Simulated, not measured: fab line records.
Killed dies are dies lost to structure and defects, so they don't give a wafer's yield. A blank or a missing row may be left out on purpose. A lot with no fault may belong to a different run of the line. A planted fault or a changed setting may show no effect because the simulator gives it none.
Problem report in the 8D (eight disciplines) form, filled by code | flow n5 finfet | the parts of the form that need people (team, actions taken, sign-off) are left out

1. THE PROBLEM
run length s at N5_BEOL_M6_VIA_ETCH_34 reads a mean of 90.2 s on 3 wafers of 2 lots; wafers without a fault read 74.1 s with a standard deviation of 0.33. Relative to the usual mean, that is a shift of +49 standard deviations.
The step: etches SiCOH lowk in C4F6/O2, target depth 126.3 nm, time 50.9 s.
The first sign was on wafer L383.3 at day 13 12:46, on rie diel-02. The record holds 25 wafers of 9 lots with a number at this step. Rule for "out" (also "out of limits"): further than 4 standard deviations from the usual mean. The rest of the wafers with a number are treated as sound.

2. WHAT THIS IS AND IS NOT
question                    | is                     | is not
which readings at this step | run length s           | O2_flow_sccm, chamber pressure mTorr, drypump motor current A, rf vpp V, showerhead plenum p Torr, throttle valve pct
which lots                  | L383, L385             | L368, L370, L371, L377, L389, L390, L391
which wafers of those lots  | L383.3, L385.3, L385.6 | L383.2
read on which tools         | rie diel-02            | rie diel-01, rie diel-06
when                        | from day 13 12:46      | up to then (13 sound wafers); but 9 sound wafers of L389, L390, L391 came after

3. THE SUSPECTS, EACH WITH WHAT RULES IT OUT
Counting: a tool at a process step up to the reading stays a suspect if it ran every lot that is out. Sound lots after the first of them don't rule it out here, since some wafers of a struck lot are sound.
- rie diel-02 at N5_BEOL_M6_VIA_ETCH_34 (etches SiCOH lowk in C4F6/O2, target depth 126.3 nm, time 50.9 s): kept. Every lot that is out went through it, the first being L383 (day 13 12:46); the last sound lot it ran before that was L377 (day 11 11:23). Out on those wafers are its own readings of run length s.
- Within rie diel-02 at N5_BEOL_M6_VIA_ETCH_34: the wafers that are out ran in chambers 1, 2; their sound lot-mates ran in chamber 0.
After counting, what remains is rie diel-02 at N5_BEOL_M6_VIA_ETCH_34.

4. THE CAUSE (what the simulator had put in)
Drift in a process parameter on rie diel-02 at N5_BEOL_M6_VIA_ETCH_34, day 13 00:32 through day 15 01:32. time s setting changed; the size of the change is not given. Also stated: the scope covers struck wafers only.
This tool alone remained once counting was done.

5. THE CHAIN OF EFFECTS, in route order
One row per reading whose mean, taken over the struck wafers that have a number, lies over 3 standard deviations from the usual. Readings are gone through only where the record gives a usual standard deviation; hours: the median, over the lots, of the time from a lot's start at the first step in this table giving one to that lot's start at this step; sigmas: the change measured in usual standard deviations.
hours | step                   | reading      | usual  | on struck wafers | change | sigmas
0     | N5_BEOL_M6_VIA_ETCH_34 | run length s | 74.1 s | 90.2             | +16.1  | +49
It contains these process steps:
- N5_BEOL_M6_VIA_ETCH_34: etches SiCOH lowk in C4F6/O2, target depth 126.3 nm, time 50.9 s.

6. WHAT WOULD HAVE CAUGHT IT SOONER
In this record no reading fell out of limits until day 13 12:46, 12 hours after the fault had begun at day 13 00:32.
